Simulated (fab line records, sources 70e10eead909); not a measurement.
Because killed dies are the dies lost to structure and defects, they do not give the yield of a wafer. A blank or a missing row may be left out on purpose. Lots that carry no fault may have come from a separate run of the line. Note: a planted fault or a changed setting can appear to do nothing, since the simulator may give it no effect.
Struck lot and sound lot, side by side ; flow nand-harc ; 13 steps out of a route of 1302
Sound: wafers L379.1, L379.2, L379.6. Struck: wafer L380.2. The cause comes at the end.
For every step that has rows: the tool of each side, followed by ch and its chambers, followed by its first start. Under that, the readings that differ: sound wafers ; struck wafers ; difference of the means ; sigmas: that difference in standard deviations of wafers without a fault.
alike: a reading whose means differ by less than 2 such deviations, as well as words and numbers matching on both sides. not compared: withheld readings; readings where some wafer has no value; bounds like >300 that might hide an equal value; numbers whose values overlap and for which the record gives no deviation.
A row with sigmas, a row that says differs or no value, or rows on one side alone: a step with any of these is where the two part. When numbers do not overlap yet have no deviation, they are printed without sigmas and do not part them. A reading that every wafer of one side lacks parts them only if that side has two wafers or more.

NHARC_P_BONDPAD_INSPECT_23:
  sound: defect-inspect-01 at day 9 16:19; struck: defect-inspect-02 at day 10 04:58
  alike: raw-defect-count
NHARC_P_BONDPAD_ACTIVATE_29: chemistry N2, time 60 s.
  sound on rie-diel-07 ch 0,2, day 9 16:23; struck on rie-diel-05 ch 0, day 10 05:01
reading;sound;struck;difference;sigmas
drypump-motor-current-A (A);6.4 5.8 5.8;5.0;-1.0;-2
  alike: oes-product-au, rf-vpp-V, showerhead-plenum-p-Torr
  not compared: rf-hours-counter-h
then, 2 steps without rows for these wafers: NHARC_P_BONDPAD_PRECLEAN_30 (cleans in DIW, time 300 s); NHARC_P_BONDPAD_SRD_31 (time 30 s, dry time 20 s).
NHARC_A_START_INSPECT_01:
  sound: defect-inspect-02 at day 9 16:47; struck: defect-inspect-02 at day 10 05:26
  alike: raw-defect-count
then, 6 steps without rows for these wafers: NHARC_A_ZERO_WELL_PRECLEAN_00 (cleans in SPM, time 600 s); NHARC_A_ZERO_WELL_SRD_01; NHARC_A_ZERO_WELL_DEHYDRATE_02 (time 120 s); NHARC_A_ZERO_WELL_HMDS_03 (time 30 s); NHARC_A_ZERO_WELL_COAT_18 (time 65 s); NHARC_A_ZERO_WELL_COAT_04 (resist thk 600 nm).
NHARC_A_ZERO_WELL_SOFTBAKE_05: time 70 s.
  sound on litho-track-05 ch 0, day 9 17:00; struck on litho-track-07 ch 0, day 10 05:00
reading;sound;struck;difference;sigmas
heater-power-total-W (W);199.7 202.6 199.2;207.3;+6.8;+5
then, 1 step without rows for these wafers: NHARC_A_ZERO_WELL_EBR_06.

== WHERE THEY PART ==
Last at NHARC_A_ZERO_WELL_SOFTBAKE_05 as far as this record goes, first at NHARC_P_BONDPAD_ACTIVATE_29.

WHY: what the simulator had put in
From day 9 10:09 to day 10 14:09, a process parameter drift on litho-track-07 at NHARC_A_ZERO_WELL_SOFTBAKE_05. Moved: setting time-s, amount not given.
